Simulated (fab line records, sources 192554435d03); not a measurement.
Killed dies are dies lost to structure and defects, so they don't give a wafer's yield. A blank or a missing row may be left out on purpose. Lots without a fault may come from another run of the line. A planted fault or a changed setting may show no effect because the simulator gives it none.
Which tool did it? | flow n5_finfet | 9 lots, 27 wafers sampled, at 5 steps of a route of 1938

WHAT THE GAUGES READ, wafer by wafer
N5_BEOL_M4_RC_MEAS_101. Usual: DIBL_N 35.8 mV/V, standard deviation 1.6; DIBL_P 36.0 mV/V, standard deviation 2.1; IOFF_N 0.153 nA/um, standard deviation 0.026; IOFF_P 0.21 nA/um, standard deviation 0.037; ION_N 673 uA/um, standard deviation 11; ION_P 462 uA/um, standard deviation 7.6; SS_N 71.4 mV/dec, standard deviation 0.53; SS_P 73.2 mV/dec, standard deviation 0.67; VT_N 250 mV, standard deviation 3.2; VT_P -250 mV, standard deviation 3.7.
lot  | measured     | on        | DIBL_N (mV/V)  | DIBL_P (mV/V)  | IOFF_N (nA/um)    | IOFF_P (nA/um) | ION_N (uA/um) | ION_P (uA/um) | SS_N (mV/dec)  | SS_P (mV/dec)  | VT_N (mV)   | VT_P (mV)      | flag
L443 | day 8 09:25  | prober-02 | 35.3 37.4 35.5 | 36.1 37.9 35.7 | 0.139 0.165 0.137 | 0.18 0.20 0.18 | 670 675 673   | 453 460 456   | 71.1 71.7 71.6 | 73.2 73.4 72.4 | 252 250 253 | -255 -250 -252 |
L447 | day 9 06:33  | prober-02 | 34.5 33.6 33.7 | 35.5 34.5 34.1 | 0.142 0.126 0.124 | 0.20 0.17 0.17 | 675 665 670   | 468 452 447   | 71.3 71.1 71.2 | 72.8 72.9 72.5 | 251 250 252 | -250 -254 -252 |
L449 | day 9 15:46  | prober-01 | 33.7 33.4 31.5 | 33.4 32.9 30.3 | 0.121 0.111 0.091 | 0.17 0.15 0.13 | 658 653 647   | 458 450 445   | 70.6 70.4 70.2 | 72.8 72.2 72.0 | 253 254 256 | -255 -253 -257 |
L451 | day 10 08:57 | prober-01 | 35.2 35.3 36.4 | 35.2 35.7 37.6 | 0.136 0.153 0.168 | 0.18 0.20 0.22 | 671 688 688   | 462 468 469   | 71.4 70.8 71.9 | 73.4 72.8 72.6 | 250 249 246 | -252 -249 -248 |
L452 | day 11 00:27 | prober-01 | 36.1 35.8 35.7 | 38.3 37.3 36.3 | 0.179 0.177 0.165 | 0.27 0.27 0.23 | 676 675 670   | 469 474 467   | 71.6 71.6 71.9 | 74.0 74.0 72.8 | 250 247 248 | -243 -244 -248 |
L453 | day 11 05:25 | prober-01 | 35.2 37.1 36.0 | 36.0 39.2 37.5 | 0.160 0.186 0.160 | 0.18 0.24 0.22 | 670 670 675   | 455 452 460   | 71.9 71.4 71.9 | 73.3 74.0 73.7 | 251 246 249 | -252 -250 -251 |
L457 | day 12 04:37 | prober-01 | 35.8 36.1 36.9 | 36.5 37.6 37.6 | 0.149 0.159 0.176 | 0.22 0.25 0.23 | 669 666 691   | 465 470 473   | 71.6 71.6 72.4 | 73.4 73.5 73.8 | 252 251 251 | -251 -246 -249 |
L458 | day 12 05:17 | prober-02 | 35.6 37.7 36.3 | 34.1 36.3 34.5 | 0.139 0.164 0.134 | 0.19 0.22 0.19 | 669 667 669   | 461 461 459   | 71.6 71.1 71.4 | 73.0 73.8 73.2 | 252 252 251 | -252 -251 -249 |
L459 | day 12 11:53 | prober-01 | 35.1 35.1 37.1 | 36.0 35.8 38.2 | 0.145 0.148 0.178 | 0.19 0.19 0.22 | 665 671 678   | 459 458 460   | 70.7 71.4 72.4 | 73.7 72.8 74.1 | 251 249 249 | -252 -250 -252 |

WHICH TOOL RAN EACH LOT (tool, then ch and the chambers of the sampled wafers, then the start)
lot  | N5_BEOL_M0_SAQP_ETCH_101          | N5_BEOL_M0_CUTY_COAT_50           | N5_BEOL_M0_CUTY_ETCH_62           | N5_BEOL_M0_CUTY_ETCH_63
L443 | rie_diel-04 ch 0,1,2, day 5 17:55 | litho_track-03 ch 0, day 5 21:01  | rie_diel-06 ch 0,2,3, day 5 21:23 | rie_diel-06 ch 0,2,3, day 5 21:25
L447 | rie_diel-03 ch 1,3, day 6 21:14   | litho_track-03 ch 0, day 7 00:35  | rie_diel-01 ch 0,3, day 7 00:56   | rie_diel-01 ch 0,3, day 7 00:59
L449 | rie_diel-03 ch 0,1,3, day 7 05:17 | litho_track-05 ch 0, day 7 09:22  | rie_diel-05 ch 0,1,3, day 7 10:13 | rie_diel-05 ch 0,1,3, day 7 10:15
L451 | rie_diel-02 ch 0,1, day 7 19:34   | litho_track-05 ch 0, day 7 23:07  | rie_diel-01 ch 0,1,2, day 7 23:35 | rie_diel-01 ch 0,1,2, day 7 23:38
L452 | rie_diel-02 ch 1,2,3, day 8 07:09 | litho_track-05 ch 0, day 8 11:16  | rie_diel-01 ch 0,1,2, day 8 11:37 | rie_diel-01 ch 0,1,2, day 8 11:40
L453 | rie_diel-04 ch 1,2,3, day 8 12:05 | litho_track-05 ch 0, day 8 19:34  | rie_diel-05 ch 0,1,3, day 8 20:03 | rie_diel-05 ch 0,1,3, day 8 20:05
L457 | rie_diel-02 ch 0,1,3, day 9 11:25 | litho_track-05 ch 0, day 9 14:58  | rie_diel-05 ch 0,2,3, day 9 15:19 | rie_diel-05 ch 0,2,3, day 9 15:22
L458 | rie_diel-03 ch 2,3, day 9 17:02   | litho_track-02 ch 0, day 9 20:24  | rie_diel-01 ch 0,1, day 9 20:45   | rie_diel-01 ch 0,1, day 9 20:48
L459 | rie_diel-02 ch 0,1,2, day 9 21:15 | litho_track-02 ch 0, day 10 00:55 | rie_diel-05 ch 1,2, day 10 01:42  | rie_diel-05 ch 1,2, day 10 01:45
- N5_BEOL_M0_SAQP_ETCH_101: etches SiNx in CH3F/O2, target depth 29.9 nm, time 42.7 s.
- N5_BEOL_M0_CUTY_COAT_50: time 60 s, resist thk 15 nm.
- N5_BEOL_M0_CUTY_ETCH_62: etches SiARC in CF4, time 58.5 s.
- N5_BEOL_M0_CUTY_ETCH_63: etches SOC in N2/H2, target depth 82.7 nm, overetch 16.5 nm, time 124 s.

WHAT THE TOOLS THEMSELVES READ (means of the sampled wafers that have a number; where no wafer has one, the mark that the record gives instead)
N5_BEOL_M0_SAQP_ETCH_101. Usual: bias_w 73.01 W, standard deviation 0.21; drypump_motor_current_A 5.9 A, standard deviation 0.5; oes_product_au 0.74 a.u., standard deviation 0.055; rf_vpp_V 298 V, standard deviation 3.1; showerhead_plenum_p_Torr 1.99 Torr, standard deviation 0.072; throttle_valve_pct 16.40 %, standard deviation 0.16.
lot  | tool        | bias_w (W) | drypump_motor_current_A (A) | oes_product_au (a.u.) | rf_vpp_V (V) | showerhead_plenum_p_Torr (Torr) | throttle_valve_pct (%) | flag
L443 | rie_diel-04 | 72.94      | 5.9                         | 0.75                  | 296          | 2.00                            | 16.48                  |
L447 | rie_diel-03 | 73.05      | 5.7                         | 0.73                  | 297          | 1.94                            | 16.51                  |
L449 | rie_diel-03 | 72.80      | 5.9                         | 0.72                  | 297          | 1.93                            | 16.52                  |
L451 | rie_diel-02 | 73.22      | 5.8                         | 0.78                  | 298          | 1.98                            | 16.26                  |
L452 | rie_diel-02 | 73.13      | 6.3                         | 0.72                  | 298          | 1.99                            | 16.37                  |
L453 | rie_diel-04 | 73.17      | 5.8                         | 0.73                  | 296          | 2.06                            | 16.40                  |
L457 | rie_diel-02 | 73.24      | 6.0                         | 0.85                  | 300          | 2.03                            | 16.26                  |
L458 | rie_diel-03 | 72.72      | 5.3                         | 0.72                  | 296          | 1.96                            | 16.33                  |
L459 | rie_diel-02 | 72.94      | 5.8                         | 0.76                  | 298          | 2.00                            | 16.27                  |

N5_BEOL_M0_CUTY_COAT_50. Usual: spin_speed_rpm 1500.1 rpm, standard deviation 1.2.
lot  | tool           | spin_speed_rpm (rpm) | flag
L443 | litho_track-03 | 1499.6               |
L447 | litho_track-03 | 1500.0               |
L449 | litho_track-05 | 1500.1               |
L451 | litho_track-05 | 1499.8               |
L452 | litho_track-05 | 1500.9               |
L453 | litho_track-05 | 1501.6               |
L457 | litho_track-05 | 1499.3               |
L458 | litho_track-02 | 1191.0               | OFF
L459 | litho_track-02 | 1190.1               | OFF

N5_BEOL_M0_CUTY_ETCH_62. Usual: bias_w 36.01 W, standard deviation 0.11; drypump_motor_current_A 5.7 A, standard deviation 0.49; etch_rf_on_time_s 58.7 s, standard deviation 0.89; oes_product_au 0.66 a.u., standard deviation 0.07; rf_vpp_V 184.5 V, standard deviation 1.1; showerhead_plenum_p_Torr 2.18 Torr, standard deviation 0.064; throttle_valve_pct 15.68 %, standard deviation 0.25.
lot  | tool        | bias_w (W) | drypump_motor_current_A (A) | etch_rf_on_time_s (s) | oes_product_au (a.u.) | rf_vpp_V (V) | showerhead_plenum_p_Torr (Torr) | throttle_valve_pct (%) | flag
L443 | rie_diel-06 | 35.91      | 5.8                         | 58.4                  | 0.67                  | 184.9        | 2.15                            | 15.74                  |
L447 | rie_diel-01 | 36.02      | 5.2                         | 58.6                  | 0.65                  | 183.5        | 2.17                            | 15.88                  |
L449 | rie_diel-05 | 36.05      | 6.0                         | 58.1                  | 0.67                  | 184.6        | 2.21                            | 15.53                  |
L451 | rie_diel-01 | 36.00      | 5.7                         | 59.1                  | 0.72                  | 183.3        | 2.13                            | 15.59                  |
L452 | rie_diel-01 | 36.12      | 5.7                         | 57.8                  | 0.72                  | 183.9        | 2.13                            | 15.60                  |
L453 | rie_diel-05 | 36.14      | 6.0                         | 58.6                  | 0.66                  | 184.8        | 2.20                            | 15.55                  |
L457 | rie_diel-05 | 36.05      | 5.8                         | 59.1                  | 0.63                  | 185.4        | 2.19                            | 15.62                  |
L458 | rie_diel-01 | 35.95      | 5.6                         | 58.7                  | 0.75                  | 184.0        | 2.09                            | 15.52                  |
L459 | rie_diel-05 | 36.11      | 5.3                         | 59.2                  | 0.61                  | 185.2        | 2.21                            | 15.90                  |

N5_BEOL_M0_CUTY_ETCH_63. Usual: bias_w 150.1 W, standard deviation 0.47; drypump_motor_current_A 5.7 A, standard deviation 0.49; oes_product_au 0.64 a.u., standard deviation 0.065; rf_vpp_V 525.2 V, standard deviation 2.3; showerhead_plenum_p_Torr 2.59 Torr, standard deviation 0.083; throttle_valve_pct 17.86 %, standard deviation 0.24.
lot  | tool        | bias_w (W) | drypump_motor_current_A (A) | oes_product_au (a.u.) | rf_vpp_V (V) | showerhead_plenum_p_Torr (Torr) | throttle_valve_pct (%) | flag
L443 | rie_diel-06 | 150.0      | 5.8                         | 0.64                  | 524.5        | 2.55                            | 17.85                  |
L447 | rie_diel-01 | 150.6      | 5.3                         | 0.63                  | 524.9        | 2.56                            | 17.98                  |
L449 | rie_diel-05 | 150.6      | 6.0                         | 0.65                  | 525.9        | 2.62                            | 17.77                  |
L451 | rie_diel-01 | 149.7      | 5.7                         | 0.70                  | 524.1        | 2.54                            | 17.79                  |
L452 | rie_diel-01 | 150.4      | 5.7                         | 0.69                  | 524.0        | 2.53                            | 17.79                  |
L453 | rie_diel-05 | 150.0      | 6.0                         | 0.63                  | 527.5        | 2.62                            | 17.77                  |
L457 | rie_diel-05 | 149.9      | 5.8                         | 0.60                  | 525.5        | 2.60                            | 17.84                  |
L458 | rie_diel-01 | 150.5      | 5.7                         | 0.73                  | 523.0        | 2.48                            | 17.69                  |
L459 | rie_diel-05 | 149.8      | 5.3                         | 0.59                  | 526.4        | 2.64                            | 18.08                  |

THE ANSWER, worked out from the rows above alone
Rule: a lot is off if the mean of its wafers that have a number lies more than 3 standard deviations from the usual mean. A lot without any number at a reading at which 4 lots or more have one is off too. The other lots that the step has rows for count as sound. The gauges are gone through in route order, then the tools' own readings, and for those a lot's mean is taken as printed above. The first step at which some lot is off is used, and at that step the reading that is off furthest; a lot without a number counts as furthest.
Off: L458, L459, at N5_BEOL_M0_CUTY_COAT_50 (spin_speed_rpm).
A tool fits if, at that step or a process step before it, it ran every lot that is off, and no sound lot after the first of them. One fits: litho_track-02 at N5_BEOL_M0_CUTY_COAT_50. It ran no sound lot before its first lot that is off in this sample, so the start can't be narrowed down.
The tool's own readings at N5_BEOL_M0_CUTY_COAT_50 bear it out: on the lots that are off they differ by more than 5 times the standard deviation of the sound lots' means. spin_speed_rpm reads 1190.5 rpm there against 1500.2 rpm on the sound lots.

WHAT THE SIMULATOR HAD PUT IN
Process parameter drift: litho_track-02, from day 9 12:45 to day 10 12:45, at N5_BEOL_M0_CUTY_COAT_50. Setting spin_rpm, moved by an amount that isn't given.
Lots struck among those shown: L458, L459. The rule above found the same.
